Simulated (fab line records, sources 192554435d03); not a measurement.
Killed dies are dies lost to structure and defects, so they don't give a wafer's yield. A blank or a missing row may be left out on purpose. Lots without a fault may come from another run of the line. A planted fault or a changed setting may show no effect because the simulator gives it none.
A struck lot beside a sound one | flow n5_finfet | 15 steps out of a route of 1938
Sound: wafers L641.1, L641.2, L641.4. Struck: wafers L653.4, L653.5, L653.6. The cause comes at the end.
At each step with rows: each side's tool, then ch and its chambers, then its first start. Under that, the readings that differ: sound wafers | struck wafers | difference of the means | sigmas: that difference in standard deviations of wafers without a fault.
alike: readings whose means differ by less than 2 such deviations, and words and numbers that are the same on both sides. not compared: withheld readings, readings that some wafer has no value for, bounds like >300 that may hide the same value, and numbers for which the record gives no deviation and whose values overlap.
The two part at a step that has a row with sigmas, a row that says differs or no value, or rows on one side only. Numbers that don't overlap but have no deviation are shown without sigmas and don't part them. A reading that every wafer of one side lacks parts them only if that side has two wafers or more.

first, 1 step without rows for these wafers: N5_SDB_STRIP_19 (strips in N2/H2).
N5_SDB_STRIP_21: strips in CF4.
  sound on rie_diel-01 ch 0,1,2, day 4 13:19; struck on rie_diel-02 ch 0,3, day 7 12:11
  reading                | sound          | struck         | difference | sigmas
  oes_product_au (a.u.)  | 0.84 0.82 0.91 | 0.72 0.71 0.72 | -0.14      | -2
  throttle_valve_pct (%) | 13.3 13.5 13.4 | 14.1 14.0 14.0 | +0.6       | +2
  alike: bias_power_w, drypump_motor_current_A, rf_vpp_V, showerhead_plenum_p_Torr
  not compared: rf_hours_counter_h
N5_SDB_HM_OPEN_20: chemistry CH3F/O2, target SiNx, stops on poly-Si, target depth 24 nm.
  sound on rie_diel-01 ch 0,1,2, day 4 13:20; struck on rie_diel-02 ch 0,3, day 7 12:12
  reading               | sound          | struck         | difference | sigmas
  oes_product_au (a.u.) | 0.69 0.67 0.77 | 0.60 0.58 0.60 | -0.12      | -2
  alike: drypump_motor_current_A, rf_vpp_V, showerhead_plenum_p_Torr, throttle_valve_pct
  not compared: rf_hours_counter_h
N5_SDB_STRIP_22: strips in N2/H2.
  sound on plasma_asher-02 ch 0,1, day 4 13:25; struck on plasma_asher-02 ch 0,1, day 7 12:19
  alike: drypump_motor_current_A, h2_flow_sccm, heater_power_w, oes_product_au, strip_time_to_endpoint_s
  not compared: rf_hours_counter_h
then, 3 steps without rows for these wafers: N5_SDB_PRECLEAN_23 (cleans in dHF, time 30 s); N5_SDB_DUMMY_REMOVE_24 (chemistry TMAH, target poly-Si, stops on SiO2, target depth 142 nm, time 57 s, rinse time 30 s); N5_SDB_ETCH_25 (etches SiO2 in C4F6/O2, target depth 10 nm, time 3.3 s).
N5_SDB_CUT_ETCH_26: etches Si in HBr/Cl2/O2, target depth 129.6 nm, bt time 20 s, time 51.8 s.
  sound on rie_si-03 ch 0,1,2, day 4 13:53; struck on rie_si-04 ch 0,3, day 7 12:35
  alike: drypump_motor_current_A, oes_product_au, throttle_valve_pct
  not compared: rf_hours_counter_h
then, 3 steps without rows for these wafers: N5_SDB_PRECLEAN_38 (cleans in dHF, time 10 s); N5_SDB_PRECLEAN_39 (cleans in O3/DIW, time 45 s); N5_SDB_SRD_28 (time 30 s).
N5_SDB_ALD_29: deposits SiNx, target thk 30 nm, pulse time 1 s, ald cycles 600.
  sound on ald_sin-01 ch 0,1,2, day 4 14:04; struck on ald_sin-04 ch 2,3, day 7 12:46
  alike: heater_power_outer_w, heater_power_w, precursor_pulse_height_rel
N5_SDB_CMP_30: polishes, stops on poly-Si, t overpolish 1.54 s, target thk 30 nm.
  sound on cmp-02 ch 1,2,3, day 4 16:48; struck on cmp-02 ch 2,3, day 7 15:30
  reading                 | sound             | struck            | difference | sigmas
  head_pressure_psi (psi) | 4.162 4.154 4.140 | 3.016 3.004 3.026 | -1.137     | -99 or more
  alike: motor_current_A, overpolish_run_s, time_to_endpoint_s
N5_SDB_THK_MEAS_31:
  sound on film_metro-01, day 4 17:05; struck on film_metro-01, day 7 15:48
  alike: SDB_THK
-- the record jumps here: 4 days lie between the struck wafers' starts before and after (it left off in module SDB and takes up again in module BEOL_M4, whose first step shown is number 1111 of the route) --
N5_BEOL_M4_RC_MEAS_101:
  sound on prober-01 ch 0, day 8 23:10; struck on prober-02 ch 0, day 11 21:13
  reading        | sound          | struck         | difference | sigmas
  IOFF_N (nA/um) | 0.13 0.18 0.27 | 0.10 0.12 0.13 | -0.08      | -2
  SS_N (mV/dec)  | 71.6 71.3 73.1 | 70.3 70.9 70.7 | -1.4       | -2
  alike: DIBL_N, DIBL_P, IOFF_P, ION_N, ION_P, SS_P, VT_N, VT_P

WHERE THEY PART
First at N5_SDB_STRIP_21; last, within this record, at N5_BEOL_M4_RC_MEAS_101.

WHY: what the simulator had put in
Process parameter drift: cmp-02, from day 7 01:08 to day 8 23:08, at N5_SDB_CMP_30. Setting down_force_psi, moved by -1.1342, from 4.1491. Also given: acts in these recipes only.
